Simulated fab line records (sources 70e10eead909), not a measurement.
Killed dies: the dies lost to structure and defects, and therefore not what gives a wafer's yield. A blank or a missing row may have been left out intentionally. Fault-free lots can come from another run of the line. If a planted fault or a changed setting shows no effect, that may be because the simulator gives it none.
fab line records ; flow nand_harc
record: lots: 7; wafers: 21; last_day: 30
route steps=1302 shown A_STAIRCASE@660 END@1302
lots that met no fault: taken from a fault-free run of the same line
start_h: the number of hours between the record's first day and the start of the first shown wafer of the lot ; wait_h: hours since the lot's step before ; " as in the row above ; L1.1+2: several wafers, shown together as one row ; - no value present, or no start provided ; * or withheld: withheld ; < > ~ a bound
route shown NAME@n: a module of which the file shows steps, and the number in the route of the first ; usual: average and standard deviation across the fault-free wafers ; same: alike in all rows ; chamber/n: place in a boat ; sites: each site's reading ; _std_site: the standard deviation of these ; _edge_site: mean of outer sites minus mean of inner sites ; radius_mm: for every site, how far away it sits from the centre of the wafer ; mask NAME#n: copy n ; behind: tool/chamber where the wafer was last shaped ; hold: what put the lot on hold/how long, in hours/how the hold closed ; device: which transistor (n, p or np) failed to switch ; end of line: the same wafers' tests at the end of the route ; a step given without rows: its recipe and nothing more ; killed: at the first sort, the dies lost to defects and structure; wafer yield is something else ; map: a wafer's dies, x killed, . not, _ none there
set.NAME: setting as actually run; set.NAME@STEP: the setting as run at that earlier step ; model.NAME: the simulator's own value behind a step, which no gauge read
lots seen at some steps along the route; tables by step, rows by wafer
services: a tool's chamber out of use, with start hour (start_h, from the record's first day; less than 0 if before it), hours out, and reason
== steps ==
step: NHARC_A_STAIRCASE_SOFTBAKE_04
recipe: temp_c: 135; time_s: 170
step: NHARC_A_STAIRCASE_EBR_05
step: NHARC_A_STAIRCASE_EXPOSE_06
recipe: na: 0.5; dose_mj: 25.43; mask_id: STAIR
step: NHARC_A_STAIRCASE_PEB_07
recipe: peb_temp_c: 115; peb_time_s: 130
step: NHARC_A_STAIRCASE_DEVELOP_08
recipe: time_s: 140
step: NHARC_A_STAIRCASE_HARDBAKE_10
recipe: temp_c: 120; time_s: 140
step: NHARC_A_STAIRCASE_DESCUM_11
recipe: time_s: 3; o2_flow_sccm: 200; ar_flow_sccm: 0; bias_power_w: 0; chemistry: O2
usual: drypump_motor_current_A: 5.8/0.41; oes_product_au: 1.001/0.01; rf_vpp_V: 57.7/0.84; showerhead_plenum_p_Torr: 1.90/0.075; throttle_valve_pct: 11.313/0.009
lot.wafer;tool;chamber;start_h;wait_h;drypump_motor_current_A;oes_product_au;rf_hours_counter_h;rf_vpp_V;showerhead_plenum_p_Torr;throttle_valve_pct
L520.2;rie_diel-03;1;387.13;-;5.7;1.006;32;57.0;1.95;11.315
L520.4;rie_diel-03;3;387.13;-;5.9;1.010;29;57.4;1.77;11.316
L520.6;rie_diel-03;1;387.13;-;5.7;1.000;-;58.1;1.95;11.322
L526.2;rie_diel-05;0;454.72;-;5.7;1.010;10;56.3;1.89;11.291
L526.3;rie_diel-05;2;454.72;-;5.4;0.983;12;56.6;1.90;11.305
L526.1;rie_diel-05;3;454.72;-;5.7;0.995;8;57.7;1.97;11.323
L528.3;rie_diel-05;2;457.92;-;5.4;0.997;13;58.2;1.90;11.311
L528.4;rie_diel-05;3;457.92;-;5.7;1.004;8;58.2;1.97;11.323
L528.5;rie_diel-05;0;457.92;-;5.7;1.014;-;58.4;1.89;11.297
L527.3;rie_diel-12;2;458.17;-;5.6;0.993;0;57.6;1.93;11.298
L527.1;rie_diel-12;1;458.17;-;6.2;0.984;0;57.8;1.93;11.305
L527.6;rie_diel-12;2;458.17;-;5.6;0.983;-;57.4;1.93;11.321
L533.3;rie_diel-03;0;511.61;-;6.5;1.008;12;56.0;1.97;11.313
L533.4;rie_diel-03;0;511.61;-;6.5;1.020;-;57.3;1.97;11.315
L533.5;rie_diel-03;3;511.61;-;5.9;1.013;-;57.2;2.07;11.320
L532.1;rie_diel-05;3;511.78;-;5.8;0.986;27;58.3;1.96;11.320
L532.4;rie_diel-05;0;511.78;-;5.7;1.009;29;56.2;1.88;11.310
L532.2;rie_diel-05;1;511.78;-;6.1;0.986;33;56.8;1.78;11.318
L534.3;rie_diel-05;0;524.14;-;5.7;1.015;32;57.7;1.88;11.324
L534.1;rie_diel-05;1;524.14;-;6.1;0.985;37;56.5;1.78;11.321
L534.6;rie_diel-05;3;524.14;-;5.8;0.986;-;58.1;1.96;11.300
step: NHARC_A_STAIRCASE_TRIM_12
recipe: time_s: 211.2; o2_flow_sccm: 500; ar_flow_sccm: 0; bias_w: 0; chemistry: O2
usual: chamber_pressure_mTorr: 60.00/0.061; drypump_motor_current_A: 5.8/0.41; oes_product_au: 1.002/0.011; rf_vpp_V: 57.8/0.79; showerhead_plenum_p_Torr: 3.51/0.13; throttle_valve_pct: 17.038/0.0086
same: bias_w: 0
lot.wafer;tool;chamber;start_h;wait_h;chamber_pressure_mTorr;drypump_motor_current_A;oes_product_au;rf_hours_counter_h;rf_vpp_V;showerhead_plenum_p_Torr;throttle_valve_pct
L520.4;rie_diel-03;2;387.23;0.1;60.02;5.0;1.017;32;56.5;3.54;17.037
L520.2;rie_diel-03;0;387.23;0.1;60.02;6.5;1.021;30;58.1;3.65;17.029
L520.6;rie_diel-03;1;387.23;0.1;60.03;5.7;1.009;-;58.3;3.58;17.039
L526.1;rie_diel-05;1;454.81;0.1;60.00;6.2;0.997;12;56.8;3.31;17.030
L526.2;rie_diel-05;3;454.81;0.1;59.96;5.8;0.986;8;58.6;3.63;17.031
L526.3;rie_diel-05;0;454.81;0.1;60.09;5.7;1.013;10;57.8;3.49;17.029
L528.4;rie_diel-05;2;457.99;0.1;60.03;5.4;0.994;13;58.1;3.51;17.053
L528.3;rie_diel-05;0;457.99;0.1;60.01;5.7;1.017;10;58.0;3.49;17.032
L528.5;rie_diel-05;3;457.99;0.1;60.02;5.8;1.000;-;58.1;3.63;17.023
L527.3;rie_diel-05;1;458.32;0.1;60.10;6.2;0.996;13;57.4;3.31;17.048
L527.1;rie_diel-05;3;458.32;0.1;59.98;5.7;0.997;8;59.3;3.63;17.018
L527.6;rie_diel-05;1;458.32;0.1;60.06;6.2;0.999;-;56.7;3.31;17.044
L533.3;rie_diel-03;0;511.71;0.1;60.00;6.5;1.005;12;58.2;3.63;17.039
L533.4;rie_diel-03;0;511.71;0.1;59.92;6.5;1.010;-;57.4;3.63;17.030
L533.5;rie_diel-03;2;511.71;0.1;60.00;5.0;1.001;-;57.3;3.52;17.028
L532.4;rie_diel-05;3;511.87;0.1;60.00;5.7;0.984;27;58.2;3.61;17.044
L532.2;rie_diel-05;0;511.87;0.1;60.02;5.7;1.010;29;56.8;3.48;17.032
L532.1;rie_diel-05;2;511.87;0.1;59.97;5.4;0.979;22;58.9;3.50;17.026
L534.3;rie_diel-05;3;524.21;0.1;60.02;5.7;1.007;30;57.6;3.61;17.030
L534.1;rie_diel-05;1;524.21;0.1;60.03;6.2;0.996;37;58.6;3.30;17.047
L534.6;rie_diel-05;0;524.21;0.1;60.14;5.7;1.024;-;57.3;3.48;17.057
step: NHARC_A_STAIRCASE_ETCH_13
recipe: target_depth_a: 1000; time_s: 40.5; ion_energy_ev: 400; c4f8_flow_sccm: 20; o2_flow_sccm: 10; ar_flow_sccm: withheld; rf_w: 600; bias_w: 1000; chemistry: C4F8/O2
usual: oes_product_au: 0.946/0.013; rf_vpp_V: 895/4.7
lot.wafer;tool;chamber;start_h;wait_h;oes_product_au;rf_hours_counter_h;rf_vpp_V
L520.2;rie_diel-03;2;-;-;0.950;32;897
L520.4;rie_diel-03;0;-;-;0.969;30;899
L520.6;rie_diel-03;2;-;-;0.960;-;896
L526.1;rie_diel-05;1;-;-;0.940;12;888
L526.3;rie_diel-05;2;-;-;0.940;13;896
L526.2;rie_diel-05;3;-;-;0.944;8;898
L528.3;rie_diel-05;3;-;-;0.947;8;900
L528.4;rie_diel-05;0;-;-;0.949;10;894
L528.5;rie_diel-05;2;-;-;0.948;-;896
L527.1;rie_diel-05;1;-;-;0.933;13;889
L527.3;rie_diel-05;0;-;-;0.953;11;895
L527.6;rie_diel-05;1;-;-;0.932;-;888
L533.3;rie_diel-03;0;-;-;0.947;12;900
L533.4;rie_diel-03;2;-;-;0.947;-;896
L533.5;rie_diel-03;3;-;-;0.943;-;905
L532.4;rie_diel-05;1;-;-;0.949;33;887
L532.2;rie_diel-05;2;-;-;0.956;22;894
L532.1;rie_diel-05;3;-;-;0.942;27;899
L534.3;rie_diel-05;2;-;-;0.944;26;894
L534.1;rie_diel-05;3;-;-;0.937;30;900
L534.6;rie_diel-05;1;-;-;0.948;-;889
step: NHARC_A_STAIRCASE_TRIM_14
recipe: time_s: 211.2; o2_flow_sccm: 500; ar_flow_sccm: 0; bias_w: 0; chemistry: O2
usual: chamber_pressure_mTorr: 60.00/0.052; drypump_motor_current_A: 5.8/0.43; oes_product_au: 1.002/0.0097; rf_vpp_V: 57.6/0.85; showerhead_plenum_p_Torr: 3.52/0.13; throttle_valve_pct: 17.037/0.0093
same: bias_w: 0
lot.wafer;tool;chamber;start_h;wait_h;chamber_pressure_mTorr;drypump_motor_current_A;oes_product_au;rf_hours_counter_h;rf_vpp_V;showerhead_plenum_p_Torr;throttle_valve_pct
L520.4;rie_diel-03;2;-;-;60.01;4.9;1.018;32;57.8;3.54;17.029
L520.2;rie_diel-03;3;-;-;59.98;5.9;0.994;29;55.7;3.28;17.045
L520.6;rie_diel-03;2;-;-;59.98;4.9;1.011;-;58.6;3.54;17.041
L526.1;rie_diel-05;0;-;-;60.00;5.7;1.021;10;57.5;3.49;17.046
L526.3;rie_diel-05;1;-;-;60.10;6.1;0.999;12;56.4;3.31;17.032
L526.2;rie_diel-05;2;-;-;59.93;5.4;1.003;13;57.3;3.51;17.045
L528.4;rie_diel-05;3;-;-;59.99;5.8;1.003;8;58.0;3.63;17.029
L528.3;rie_diel-05;1;-;-;59.98;6.2;0.994;13;56.9;3.31;17.025
L528.5;rie_diel-05;0;-;-;60.04;5.7;1.005;-;58.6;3.49;17.031
L527.3;rie_diel-03;1;458.57;-;59.94;5.7;1.011;57;56.4;3.57;17.036
L527.1;rie_diel-03;0;458.57;-;59.99;6.5;1.003;50;57.1;3.64;17.056
L527.6;rie_diel-03;1;458.57;-;60.03;5.7;1.002;-;57.6;3.57;17.038
L533.3;rie_diel-03;2;-;-;59.98;5.0;1.007;14;56.8;3.52;17.047
L533.4;rie_diel-03;0;-;-;59.94;6.6;1.015;-;58.6;3.63;17.025
L533.5;rie_diel-03;3;-;-;60.00;5.9;1.004;-;59.2;3.80;17.047
L532.4;rie_diel-05;0;-;-;60.05;5.7;1.006;29;58.5;3.48;17.034
L532.1;rie_diel-05;1;-;-;60.01;6.2;0.991;33;57.5;3.30;17.041
L532.2;rie_diel-05;2;-;-;59.98;5.4;0.981;22;57.6;3.50;17.043
L534.3;rie_diel-05;3;-;-;60.03;5.7;0.993;30;58.5;3.61;17.020
L534.1;rie_diel-05;0;-;-;60.05;5.7;1.007;32;57.5;3.48;17.031
L534.6;rie_diel-05;3;-;-;60.05;5.8;1.000;-;58.5;3.61;17.035
step: NHARC_A_STAIRCASE_ETCH_15
recipe: target_depth_a: 1000; time_s: 40.5; ion_energy_ev: 400; c4f8_flow_sccm: 20; o2_flow_sccm: 10; ar_flow_sccm: withheld; rf_w: 600; bias_w: 1000; chemistry: C4F8/O2
usual: oes_product_au: 0.946/0.015; rf_vpp_V: 895/4.6
lot.wafer;tool;chamber;start_h;wait_h;oes_product_au;rf_hours_counter_h;rf_vpp_V
L520.2;rie_diel-03;1;-;-;0.946;32;900
L520.4;rie_diel-03;3;-;-;0.957;29;887
L520.6;rie_diel-03;1;-;-;0.940;-;897
L526.1;rie_diel-05;2;-;-;0.949;13;895
L526.2;rie_diel-05;3;-;-;0.951;8;897
L526.3;rie_diel-05;1;-;-;0.945;12;887
L528.3;rie_diel-05;1;-;-;0.924;13;888
L528.4;rie_diel-05;0;-;-;0.932;11;895
L528.5;rie_diel-05;1;-;-;0.922;-;889
L527.3;rie_diel-03;1;-;-;0.974;57;896
L527.1;rie_diel-03;2;-;-;0.965;54;897
L527.6;rie_diel-03;1;-;-;0.964;-;900
L533.3;rie_diel-03;2;-;-;0.946;14;895
L533.5;rie_diel-03;0;-;-;0.957;-;899
L533.4;rie_diel-03;2;-;-;0.944;-;896
L532.1;rie_diel-05;0;-;-;0.949;29;893
L532.4;rie_diel-05;2;-;-;0.944;22;895
L532.2;rie_diel-05;3;-;-;0.932;27;898
L534.1;rie_diel-05;1;-;-;0.936;37;888
L534.3;rie_diel-05;2;-;-;0.938;26;895
L534.6;rie_diel-05;0;-;-;0.953;-;893
step: NHARC_A_STAIRCASE_TRIM_16
recipe: time_s: 211.2; o2_flow_sccm: 500; ar_flow_sccm: 0; bias_w: 0; chemistry: O2
usual: bias_w: 0/0; chamber_pressure_mTorr: 60.00/0.052; drypump_motor_current_A: 5.9/0.42; oes_product_au: 1.001/0.01; rf_vpp_V: 57.8/0.87; showerhead_plenum_p_Torr: 3.51/0.13; throttle_valve_pct: 17.037/0.009
lot.wafer;tool;chamber;start_h;wait_h;bias_w;chamber_pressure_mTorr;drypump_motor_current_A;oes_product_au;rf_hours_counter_h;rf_vpp_V;showerhead_plenum_p_Torr;throttle_valve_pct
L520.2;rie_diel-03;3;387.68;-;0;60.10;5.9;0.997;29;54.9;3.28;17.035
L520.4;rie_diel-03;1;387.68;-;0;59.97;5.7;0.998;32;57.9;3.58;17.040
L520.6;rie_diel-03;0;387.68;-;0;60.03;6.5;1.007;-;57.8;3.65;17.038
L526.3;rie_diel-05;2;455.28;-;-;-;-;-;-;-;-;-
L526.1;rie_diel-05;3;455.28;-;-;-;-;-;-;-;-;-
L526.2;rie_diel-05;0;455.28;-;-;-;-;-;-;-;-;-
L528.4;rie_diel-05;1;458.49;-;-;-;-;-;-;-;-;-
L528.3;rie_diel-05;0;458.49;-;-;-;-;-;-;-;-;-
L528.5;rie_diel-05;2;458.49;-;-;-;-;-;-;-;-;-
L527.3;rie_diel-12;0;458.83;-;-;-;-;-;-;-;-;-
L527.1;rie_diel-12;1;458.83;-;-;-;-;-;-;-;-;-
L527.6;rie_diel-12;0;458.83;-;-;-;-;-;-;-;-;-
L533.3;rie_diel-03;0;512.27;-;0;59.91;6.6;1.008;12;58.1;3.63;17.051
L533.5;rie_diel-03;3;512.27;-;0;59.99;5.9;1.009;-;58.3;3.80;17.029
L533.4;rie_diel-03;0;512.27;-;0;60.05;6.6;1.012;-;57.5;3.63;17.031
L532.1;rie_diel-05;3;512.35;-;0;59.94;5.7;0.998;27;58.8;3.62;17.032
L532.2;rie_diel-05;0;512.35;-;0;59.91;5.7;1.021;29;58.3;3.48;17.045
L532.4;rie_diel-05;1;512.35;-;0;60.06;6.2;0.993;34;55.5;3.30;17.035
L534.3;rie_diel-05;3;524.70;-;0;60.06;5.7;0.990;31;59.5;3.61;17.044
L534.1;rie_diel-05;0;524.70;-;0;60.03;5.7;1.016;32;59.2;3.48;17.037
L534.6;rie_diel-05;1;524.70;-;0;60.01;6.1;0.995;-;57.6;3.30;17.037
step: NHARC_A_STAIRCASE_ETCH_17
recipe: target_depth_a: 1000; time_s: 40.5; ion_energy_ev: 400; c4f8_flow_sccm: 20; o2_flow_sccm: 10; ar_flow_sccm: withheld; rf_w: 600; bias_w: 1000; chemistry: C4F8/O2
step: NHARC_END_SORT_01
recipe: temp_c: 25
usual: killed_at_array: 65/19; killed_at_other: 0.9/1.1; killed_at_periphery: 3.5/2.3; killed_dies: 69/19; killed_open: 3.2/1.8; killed_short: 2.4/1.5
same: gross_dies: 677
lot.wafer;tool;chamber;start_h;wait_h;killed_at_array;killed_at_other;killed_at_periphery;killed_dies;killed_open;killed_short
L526.1;prober-02;0;662.05;2.5;674;0;3;677;2;1
L526.2;prober-02;0;662.85;2.8;675;0;2;677;3;3
L526.3;prober-02;0;663.65;3.1;674;1;2;677;1;3
L528.3;prober-02;0;677.69;3.1;675;2;0;677;6;2
L528.4;prober-02;0;678.50;3.4;676;1;0;677;1;1
L528.5;prober-02;0;679.31;3.7;675;0;2;677;4;1
L527.1;prober-02;0;683.87;2.5;673;0;4;677;3;1
L527.3;prober-02;0;685.46;3.1;674;1;2;677;1;1
L527.6;prober-02;0;687.85;4.0;672;2;3;677;5;1
killed by level:class
L526.1 A_STAIRCASE:area_trim=572 A_SLIT:chamber_film_flake=36 A_CHANNEL_HOLE_D1:chamber_film_flake=31 A_CHANNEL_HOLE_D2:chamber_film_flake=22 A_CONTACT:chamber_film_flake=5 P_GATE:chamber_film_flake=2 A_ZERO_WELL:chamber_film_flake=2 A_CHANNEL_HOLE_D1:geometric_particle:open=1
L526.2 A_STAIRCASE:area_trim=582 A_CHANNEL_HOLE_D1:chamber_film_flake=28 A_CHANNEL_HOLE_D2:chamber_film_flake=26 A_SLIT:chamber_film_flake=25 A_CONTACT:chamber_film_flake=4 P_M0:geometric_particle:short=2 A_BLC:geometric_particle:open=2 A_STAIRCASE:chamber_film_flake=2
L526.3 A_STAIRCASE:area_trim=592 A_SLIT:chamber_film_flake=34 A_CHANNEL_HOLE_D1:chamber_film_flake=28 A_CHANNEL_HOLE_D2:chamber_film_flake=13 A_BONDPAD:chamber_film_flake=4 P_CONTACT:geometric_particle:short=1 A_CHANNEL_FILL_D1:geometric_particle:short=1 A_SGD_CUT:geometric_particle:short=1
L528.3 A_STAIRCASE:area_trim=618 A_SLIT:chamber_film_flake=26 A_CHANNEL_HOLE_D2:chamber_film_flake=15 A_CHANNEL_HOLE_D1:chamber_film_flake=6 A_ONON_D1:geometric_particle:open=2 A_ONON_D1:geometric_particle:short=2 THIN_TSV:chamber_film_flake=2 A_CHANNEL_FILL_D1:geometric_particle:open=1
L528.4 A_STAIRCASE:area_trim=617 A_SLIT:chamber_film_flake=28 A_CHANNEL_HOLE_D2:chamber_film_flake=14 A_CHANNEL_HOLE_D1:chamber_film_flake=10 A_CONTACT:chamber_film_flake=2 A_ONON_D2:geometric_particle:short=1 A_SGD_CUT:geometric_particle:open=1 A_ZERO_WELL:chamber_film_flake=1
L528.5 A_STAIRCASE:area_trim=625 A_SLIT:chamber_film_flake=29 A_CHANNEL_HOLE_D2:chamber_film_flake=10 A_CHANNEL_HOLE_D1:chamber_film_flake=2 A_CHANNEL_HOLE_D1:geometric_particle:open=1 A_CHANNEL_FILL_D1:geometric_particle:open=1 A_CHANNEL_FILL_D1:geometric_particle:short=1 A_ONON_D2:geometric_particle:open=1
L527.1 A_STAIRCASE:area_trim=602 A_SLIT:chamber_film_flake=31 A_CHANNEL_HOLE_D1:chamber_film_flake=29 A_WL_FILL:chamber_film_flake=3 P_STI:chamber_film_flake=2 A_STAIRCASE:chamber_film_flake=2 A_SGD_CUT:chamber_film_flake=2 P_M0:geometric_particle:open=1
L527.3 A_STAIRCASE:area_trim=596 A_CHANNEL_HOLE_D1:chamber_film_flake=35 A_SLIT:chamber_film_flake=30 A_SGD_CUT:chamber_film_flake=5 A_STAIRCASE:chamber_film_flake=3 A_WL_FILL:chamber_film_flake=2 P_CONTACT:geometric_particle:open=1 A_BLC:geometric_particle:short=1
L527.6 A_STAIRCASE:area_trim=585 A_SLIT:chamber_film_flake=41 A_CHANNEL_HOLE_D1:chamber_film_flake=34 A_ONON_D1:geometric_particle:open=2 A_CONTACT:chamber_film_flake=2 THIN_TSV:chamber_film_flake=2 A_SOURCE_PLATE:geometric_particle:short=1 A_CHANNEL_FILL_D2:geometric_particle:open=1
map L526.1 (x killed, . not)
____________x____________
_________xxxxxxx_________
_______xxxxxxxxxxx_______
______xxxxxxxxxxxxx______
_____xxxxxxxxxxxxxxx_____
____xxxxxxxxxxxxxxxxx____
____xxxxxxxxxxxxxxxxx____
___xxxxxxxxxxxxxxxxxxx___
___xxxxxxxxxxxxxxxxxxx___
__xxxxxxxxxxxxxxxxxxxxx__
__xxxxxxxxxxxxxxxxxxxxx__
_xxxxxxxxxxxxxxxxxxxxxxx_
_xxxxxxxxxxxxxxxxxxxxxxx_
_xxxxxxxxxxxxxxxxxxxxxxx_
_xxxxxxxxxxxxxxxxxxxxxxx_
_xxxxxxxxxxxxxxxxxxxxxxx_
xxxxxxxxxxxxxxxxxxxxxxxxx
xxxxxxxxxxxxxxxxxxxxxxxxx
xxxxxxxxxxxxxxxxxxxxxxxxx
xxxxxxxxxxxxxxxxxxxxxxxxx
xxxxxxxxxxxxxxxxxxxxxxxxx
_xxxxxxxxxxxxxxxxxxxxxxx_
_xxxxxxxxxxxxxxxxxxxxxxx_
_xxxxxxxxxxxxxxxxxxxxxxx_
_xxxxxxxxxxxxxxxxxxxxxxx_
_xxxxxxxxxxxxxxxxxxxxxxx_
__xxxxxxxxxxxxxxxxxxxxx__
__xxxxxxxxxxxxxxxxxxxxx__
___xxxxxxxxxxxxxxxxxxx___
___xxxxxxxxxxxxxxxxxxx___
____xxxxxxxxxxxxxxxxx____
____xxxxxxxxxxxxxxxxx____
_____xxxxxxxxxxxxxxx_____
______xxxxxxxxxxxxx______
_______xxxxxxxxxxx_______
_________xxxxxxx_________
____________x____________
map L527.1 (x killed, . not)
____________x____________
_________xxxxxxx_________
_______xxxxxxxxxxx_______
______xxxxxxxxxxxxx______
_____xxxxxxxxxxxxxxx_____
____xxxxxxxxxxxxxxxxx____
____xxxxxxxxxxxxxxxxx____
___xxxxxxxxxxxxxxxxxxx___
___xxxxxxxxxxxxxxxxxxx___
__xxxxxxxxxxxxxxxxxxxxx__
__xxxxxxxxxxxxxxxxxxxxx__
_xxxxxxxxxxxxxxxxxxxxxxx_
_xxxxxxxxxxxxxxxxxxxxxxx_
_xxxxxxxxxxxxxxxxxxxxxxx_
_xxxxxxxxxxxxxxxxxxxxxxx_
_xxxxxxxxxxxxxxxxxxxxxxx_
xxxxxxxxxxxxxxxxxxxxxxxxx
xxxxxxxxxxxxxxxxxxxxxxxxx
xxxxxxxxxxxxxxxxxxxxxxxxx
xxxxxxxxxxxxxxxxxxxxxxxxx
xxxxxxxxxxxxxxxxxxxxxxxxx
_xxxxxxxxxxxxxxxxxxxxxxx_
_xxxxxxxxxxxxxxxxxxxxxxx_
_xxxxxxxxxxxxxxxxxxxxxxx_
_xxxxxxxxxxxxxxxxxxxxxxx_
_xxxxxxxxxxxxxxxxxxxxxxx_
__xxxxxxxxxxxxxxxxxxxxx__
__xxxxxxxxxxxxxxxxxxxxx__
___xxxxxxxxxxxxxxxxxxx___
___xxxxxxxxxxxxxxxxxxx___
____xxxxxxxxxxxxxxxxx____
____xxxxxxxxxxxxxxxxx____
_____xxxxxxxxxxxxxxx_____
______xxxxxxxxxxxxx______
_______xxxxxxxxxxx_______
_________xxxxxxx_________
____________x____________
== services ==
tool;chamber;start_h;hours;kind
rie_diel-12;-;376.64;0.5;repair
rie_diel-05;0;386.20;-;clean
rie_diel-05;1;386.20;-;clean
rie_diel-05;2;386.20;-;clean
rie_diel-05;3;386.20;-;clean
rie_diel-03;2;394.33;1.7;repair
rie_diel-03;0;400.29;7.5;repair
rie_diel-12;3;401.05;5.6;repair
rie_diel-05;-;407.07;9.0;pm
rie_diel-05;0;407.07;9.0;vent_cycle
rie_diel-05;1;407.07;9.0;vent_cycle
rie_diel-05;2;407.07;9.0;vent_cycle
rie_diel-05;3;407.07;13.5;vent_cycle
rie_diel-05;0;416.07;-;clean
rie_diel-05;1;416.07;-;clean
rie_diel-05;2;416.07;-;clean
rie_diel-05;0;440.57;-;clean
rie_diel-05;1;440.57;-;clean
rie_diel-12;-;447.42;9.0;pm
rie_diel-03;2;453.37;4.3;repair
rie_diel-12;-;458.24;0.5;repair
rie_diel-03;-;459.55;9.0;pm
rie_diel-05;2;464.84;31.8;repair
rie_diel-03;1;502.74;20.3;repair
== key ==
first_sign: step: NHARC_A_STAIRCASE_TRIM_16; reading: tool_record; direction: missing
effect: step: NHARC_END_SORT_01; reading: killed_at_array; direction: up; sigmas: 32; usual: 65; struck: 674
more_kills_born_at: NHARC_A_STAIRCASE_TRIM_16@rie_diel-05: 3606; NHARC_A_STAIRCASE_TRIM_16@rie_diel-12: 1779
met_at NHARC_A_STAIRCASE_TRIM_16
struck_wafers L526.1,L526.2,L526.3,L527.1,L527.3,L527.6,L528.3,L528.4,L528.5
later_rows_left_out L526.1,L526.2,L526.3,L527.1,L527.3,L527.6,L528.3,L528.4,L528.5
tester_left_out L526,L527,L528
fault: kind: skipped_step_whole; tool: rie_diel-05,rie_diel-12; chamber: -; onset_h: 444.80; steps: NHARC_A_STAIRCASE_TRIM_16; scope: struck_lots_only
tester_left_out: of these lots the tester's yield and bins aren't shown, on N5 and GAA mostly nor the transistor test; their killed dies are dies lost to structure and defects alone, not to doping, threshold or leakage, so they don't give the yield
later_rows_left_out: the simulator's readings of these wafers behind a module that went badly wrong aren't trusted and aren't shown, but for the sort
